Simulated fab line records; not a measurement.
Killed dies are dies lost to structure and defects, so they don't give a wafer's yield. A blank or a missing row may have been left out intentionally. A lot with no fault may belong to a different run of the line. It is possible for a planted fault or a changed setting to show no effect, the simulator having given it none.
Chamber matching || flow n5Finfet || N5_BEOL_M3_ETCH_64 on rieDiel-04 has 4 sister chambers
The step etches SOC in N2/H2, target depth 75 nm, overetch 15 nm, time 112.5 s. 16 wafers are shown with their chamber, then 8 later ones without.

## WAFERS, EACH WITH ITS CHAMBER
{"wafer": "L075.2", "chamber": 2, "showerheadPlenumPTorr (Torr)": 2.41, "throttleValvePct (%)": 17.73, "rfVppV (V)": 521.1}
{"wafer": "L075.4", "chamber": 3, "showerheadPlenumPTorr (Torr)": 2.63, "throttleValvePct (%)": 17.94, "rfVppV (V)": 527.0}
{"wafer": "L075.6", "chamber": 0, "showerheadPlenumPTorr (Torr)": 2.55, "throttleValvePct (%)": 17.58, "rfVppV (V)": 525.1}
{"wafer": "L076.1", "chamber": 2, "showerheadPlenumPTorr (Torr)": 2.41, "throttleValvePct (%)": 17.72, "rfVppV (V)": 520.5}
{"wafer": "L076.4", "chamber": 3, "showerheadPlenumPTorr (Torr)": 2.63, "throttleValvePct (%)": 17.94, "rfVppV (V)": 525.8}
{"wafer": "L076.6", "chamber": 1, "showerheadPlenumPTorr (Torr)": 2.64, "throttleValvePct (%)": 18.22, "rfVppV (V)": 527.8}
{"wafer": "L081.1", "chamber": 0, "showerheadPlenumPTorr (Torr)": 2.55, "throttleValvePct (%)": 17.61, "rfVppV (V)": 523.3}
{"wafer": "L081.2", "chamber": 1, "showerheadPlenumPTorr (Torr)": 2.64, "throttleValvePct (%)": 18.22, "rfVppV (V)": 526.3}
{"wafer": "L081.6", "chamber": 1, "showerheadPlenumPTorr (Torr)": 2.64, "throttleValvePct (%)": 18.24, "rfVppV (V)": 527.7}
{"wafer": "L084.2", "chamber": 3, "showerheadPlenumPTorr (Torr)": 2.63, "throttleValvePct (%)": 17.94, "rfVppV (V)": 527.0}
{"wafer": "L084.5", "chamber": 3, "showerheadPlenumPTorr (Torr)": 2.63, "throttleValvePct (%)": 17.95, "rfVppV (V)": 525.7}
{"wafer": "L084.6", "chamber": 0, "showerheadPlenumPTorr (Torr)": 2.55, "throttleValvePct (%)": 17.61, "rfVppV (V)": 522.5}
{"wafer": "L087.2", "chamber": 3, "showerheadPlenumPTorr (Torr)": 2.63, "throttleValvePct (%)": 17.96, "rfVppV (V)": 526.2}
{"wafer": "L087.3", "chamber": 1, "showerheadPlenumPTorr (Torr)": 2.64, "throttleValvePct (%)": 18.24, "rfVppV (V)": 526.7}
{"wafer": "L087.6", "chamber": 1, "showerheadPlenumPTorr (Torr)": 2.64, "throttleValvePct (%)": 18.23, "rfVppV (V)": 525.8}
{"wafer": "L089.1", "chamber": 1, "showerheadPlenumPTorr (Torr)": 2.63, "throttleValvePct (%)": 18.25, "rfVppV (V)": 524.8}

SIGNATURES, as means of the wafers listed above
{"reading": "showerheadPlenumPTorr", "chamber 0": 2.5500, "chamber 1": 2.6383, "chamber 2": 2.4100, "chamber 3": 2.6300, "scatter within a chamber": 0.00264}
{"reading": "throttleValvePct", "chamber 0": 17.6000, "chamber 1": 18.2333, "chamber 2": 17.7250, "chamber 3": 17.9460, "scatter within a chamber": 0.0119}
{"reading": "rfVppV", "chamber 0": 523.633, "chamber 1": 526.517, "chamber 2": 520.800, "chamber 3": 526.340, "scatter within a chamber": 0.996}
Rule: a wafer lies at a distance from a chamber equal to the root of the sum of squares, over the readings, of (its reading less the chamber's mean, divided by the reading's scatter). The wafer belongs to the nearest chamber; if the next one is less than 2 further off, it can't be placed. The scatter: take each reading less its chamber's mean, square it, sum over the shown wafers, divide by the number of wafers less the number of chambers, and take the root.

## WAFERS WITHOUT THEIR CHAMBER
{"wafer": "L089.4", "showerheadPlenumPTorr (Torr)": 2.62, "throttleValvePct (%)": 17.97, "rfVppV (V)": 526.7}
{"wafer": "L089.6", "showerheadPlenumPTorr (Torr)": 2.40, "throttleValvePct (%)": 17.78, "rfVppV (V)": 520.6}
{"wafer": "L094.3", "showerheadPlenumPTorr (Torr)": 2.62, "throttleValvePct (%)": 17.99, "rfVppV (V)": 525.8}
{"wafer": "L094.5", "showerheadPlenumPTorr (Torr)": 2.63, "throttleValvePct (%)": 18.27, "rfVppV (V)": 526.4}
{"wafer": "L094.6", "showerheadPlenumPTorr (Torr)": 2.54, "throttleValvePct (%)": 17.67, "rfVppV (V)": 523.4}
{"wafer": "L097.3", "showerheadPlenumPTorr (Torr)": 2.62, "throttleValvePct (%)": 18.28, "rfVppV (V)": 526.5}
{"wafer": "L097.4", "showerheadPlenumPTorr (Torr)": 2.53, "throttleValvePct (%)": 17.67, "rfVppV (V)": 523.6}
{"wafer": "L097.5", "showerheadPlenumPTorr (Torr)": 2.39, "throttleValvePct (%)": 17.79, "rfVppV (V)": 518.9}

## CHAMBER TAKEN BY EACH
{"wafer": "L089.4", "from the rows above": 3, "in truth": 3}
{"wafer": "L089.6", "from the rows above": 2, "in truth": 2}
{"wafer": "L094.3", "from the rows above": 3, "in truth": 3}
{"wafer": "L094.5", "from the rows above": 1, "in truth": 1}
{"wafer": "L094.6", "from the rows above": 0, "in truth": 0}
{"wafer": "L097.3", "from the rows above": 1, "in truth": 1}
{"wafer": "L097.4", "from the rows above": 0, "in truth": 0}
{"wafer": "L097.5", "from the rows above": 2, "in truth": 2}
Correct placement for 8 of the 8. From these rows, 0 cannot be placed. Number placed wrongly: 0.
